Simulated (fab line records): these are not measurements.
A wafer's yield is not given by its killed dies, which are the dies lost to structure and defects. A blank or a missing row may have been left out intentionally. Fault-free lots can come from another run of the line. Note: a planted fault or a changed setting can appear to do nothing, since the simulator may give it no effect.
What tool caused it? ; flow nand_harc ; Sampling: 11 lots, 33 wafers, 5 of 1159 route steps

## WHAT EACH GAUGE READ, for each wafer
NHARC_END_SORT_01.
lot;measured;on;killed_at_array
L744;day 21 11:39;prober-02;18 16 24
L745;day 21 19:27;prober-02;18 17 16
L751;day 23 12:23;prober-02;20 657 23

## WHAT TOOL EACH LOT RAN ON (gives the tool, then ch and the chambers of the sampled wafers, and finally the start)
lot;NHARC_A_STAIRCASE_TRIM_187;NHARC_A_STAIRCASE_TRIM_196;NHARC_A_STAIRCASE_ETCH_199;NHARC_A_STAIRCASE_TRIM_202
L737;rie_diel-11 ch 0,2,3, day 11 10:48;rie_diel-11 ch 1,2,3, day 11 11:52;rie_diel-11 ch 1,3, no start;rie_diel-11 ch 1,2, no start
L738;rie_diel-11 ch 2,3, day 11 19:10;rie_diel-12 ch 1,2,3, day 11 20:37;rie_diel-12 ch 0,3, no start;rie_diel-12 ch 0,2, no start
L742;rie_diel-05 ch 0,3, day 12 07:39;rie_diel-12 ch 2,3, day 12 08:41;rie_diel-12 ch 0,1,3, no start;rie_diel-12 ch 1,3, no start
L744;rie_diel-12 ch 1,2, day 12 21:18;rie_diel-05 ch 0,3, day 12 22:44;rie_diel-05 ch 0,2,3, day 21 11:39 or earlier;rie_diel-05 ch 0,1,2, day 21 11:39 or earlier
L745;rie_diel-12 ch 0,1,3, day 12 22:02;rie_diel-05 ch 1,2, day 12 23:29;rie_diel-05 ch 0,2,3, day 21 19:27 or earlier;rie_diel-05 ch 1,2,3, day 21 19:27 or earlier
L746;rie_diel-12 ch 1,3, day 13 03:14;rie_diel-11 ch 0,1,2, day 13 04:23;rie_diel-11 ch 0,2,3, no start;rie_diel-11 ch 0,2, no start
L747;rie_diel-05 ch 1,2,3, day 13 17:11;rie_diel-11 ch 1,2,3, day 13 18:13;rie_diel-11 ch 2,3, no start;rie_diel-11 ch 0,1,2, no start
L751;rie_diel-11 ch 0,1,3, day 15 03:52;rie_diel-11 ch 0,2,3, day 15 05:01;rie_diel-11 ch 0,3, day 23 12:23 or earlier;rie_diel-11 ch 0,2,3, day 23 12:23 or earlier
L753;rie_diel-12 ch 2,3, day 15 05:40;rie_diel-12 ch 1,2, day 15 07:07;rie_diel-12 ch 0,1, no start;rie_diel-12 ch 0,2,3, no start
L754;rie_diel-05 ch 0,1,2, day 15 14:52;rie_diel-12 ch 0,2,3, day 15 15:53;rie_diel-12 ch 0,2,3, no start;rie_diel-12 ch 0,1,3, no start
L758;rie_diel-05 ch 0,2,3, day 16 06:39;rie_diel-05 ch 0,2,3, day 16 07:59;rie_diel-05 ch 0,1,3, no start;rie_diel-05 ch 0,2,3, no start
- NHARC_A_STAIRCASE_TRIM_187: chemistry O2, time 211.2 s.
- NHARC_A_STAIRCASE_TRIM_196: chemistry O2, time 211.2 s.
- NHARC_A_STAIRCASE_ETCH_199: etches the open film in C4F8/O2, target depth 100 nm, time 40.5 s.
- NHARC_A_STAIRCASE_TRIM_202: chemistry O2, time 211.2 s.

## THE ANSWER, worked out from the rows above alone
Rule: the lots themselves supply what counts as usual. The widest of any qualifying gaps counts: lots, ordered by their means at a reading, are off when they make up no more than a third of the lots, leave a main group of 4 or more, and stand apart from it by 3 or more times the standard deviation of that group's means. A main group is skipped when, at the precision printed for the reading in the tables above, its means are all equal. A lot without any number at a reading at which 4 lots or more have one is off too. Where the step has rows for the other lots, those lots are counted as sound.
No lot is off at any reading shown: from this, nothing can be told.

## WHAT THE SIMULATOR HAD INSERTED
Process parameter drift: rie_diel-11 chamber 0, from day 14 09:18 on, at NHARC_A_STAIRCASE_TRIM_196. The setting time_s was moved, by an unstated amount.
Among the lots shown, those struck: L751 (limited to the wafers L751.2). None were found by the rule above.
